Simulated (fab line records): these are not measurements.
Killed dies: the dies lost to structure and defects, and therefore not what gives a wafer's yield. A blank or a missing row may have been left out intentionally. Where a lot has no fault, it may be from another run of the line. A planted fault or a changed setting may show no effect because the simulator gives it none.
Chamber matching || flow nand harc || 4 sister chambers for NHARC_A_STAIRCASE_TRIM_229 on rie diel-04
The step chemistry O2, time 211.2 s. 8 wafers are shown with their chamber, then 8 later ones without.

== WAFERS PAIRED WITH THEIR CHAMBERS ==
{"wafer": "L081.2", "chamber": 2, "drypump motor current A (A)": 6.3, "showerhead plenum p Torr (Torr)": 3.41}
{"wafer": "L081.5", "chamber": 3, "drypump motor current A (A)": 6.0, "showerhead plenum p Torr (Torr)": 3.44}
{"wafer": "L081.6", "chamber": 0, "drypump motor current A (A)": 6.1, "showerhead plenum p Torr (Torr)": 3.30}
{"wafer": "L083.1", "chamber": 0, "drypump motor current A (A)": 6.1, "showerhead plenum p Torr (Torr)": 3.30}
{"wafer": "L083.2", "chamber": 2, "drypump motor current A (A)": 6.3, "showerhead plenum p Torr (Torr)": 3.40}
{"wafer": "L088.4", "chamber": 3, "drypump motor current A (A)": 6.1, "showerhead plenum p Torr (Torr)": 3.42}
{"wafer": "L088.5", "chamber": 1, "drypump motor current A (A)": 6.7, "showerhead plenum p Torr (Torr)": 3.61}
{"wafer": "L090.2", "chamber": 1, "drypump motor current A (A)": 6.8, "showerhead plenum p Torr (Torr)": 3.61}

== WAFERS WHOSE CHAMBER IS MISSING ==
{"wafer": "L090.3", "drypump motor current A (A)": 6.0, "showerhead plenum p Torr (Torr)": 3.42}
{"wafer": "L090.4", "drypump motor current A (A)": 6.3, "showerhead plenum p Torr (Torr)": 3.39}
{"wafer": "L092.1", "drypump motor current A (A)": 6.0, "showerhead plenum p Torr (Torr)": 3.42}
{"wafer": "L092.3", "drypump motor current A (A)": 6.3, "showerhead plenum p Torr (Torr)": 3.39}
{"wafer": "L092.6", "drypump motor current A (A)": 6.1, "showerhead plenum p Torr (Torr)": 3.81}
{"wafer": "L095.1", "drypump motor current A (A)": 6.1, "showerhead plenum p Torr (Torr)": 3.80}
{"wafer": "L095.3", "drypump motor current A (A)": 6.0, "showerhead plenum p Torr (Torr)": 3.41}
{"wafer": "L095.5", "drypump motor current A (A)": 6.0, "showerhead plenum p Torr (Torr)": 3.41}

== WHICH CHAMBER EACH WENT THROUGH ==
{"wafer": "L090.3", "from the rows above": 3, "in truth": 3}
{"wafer": "L090.4", "from the rows above": 2, "in truth": 2}
{"wafer": "L092.1", "from the rows above": 3, "in truth": 3}
{"wafer": "L092.3", "from the rows above": 2, "in truth": 2}
{"wafer": "L092.6", "from the rows above": 1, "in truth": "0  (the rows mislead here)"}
{"wafer": "L095.1", "from the rows above": 1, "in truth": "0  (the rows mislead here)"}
{"wafer": "L095.3", "from the rows above": 3, "in truth": 3}
{"wafer": "L095.5", "from the rows above": 3, "in truth": 3}
6 of 8 placed correctly. Left unplaced by these rows: 0. Number placed wrongly: 2.
How it was worked out, from the rows above alone: a wafer's distance from a chamber is the root of the sum, over the readings, of the square of ((its reading less the chamber's mean) divided by the reading's scatter). The wafer belongs to the nearest chamber; if the next one is less than 2 further off, it can't be placed. A chamber's mean is the mean of its shown wafers. The scatter: take each reading less its chamber's mean, square it, sum over the shown wafers, divide by the number of wafers less the number of chambers, and take the root.
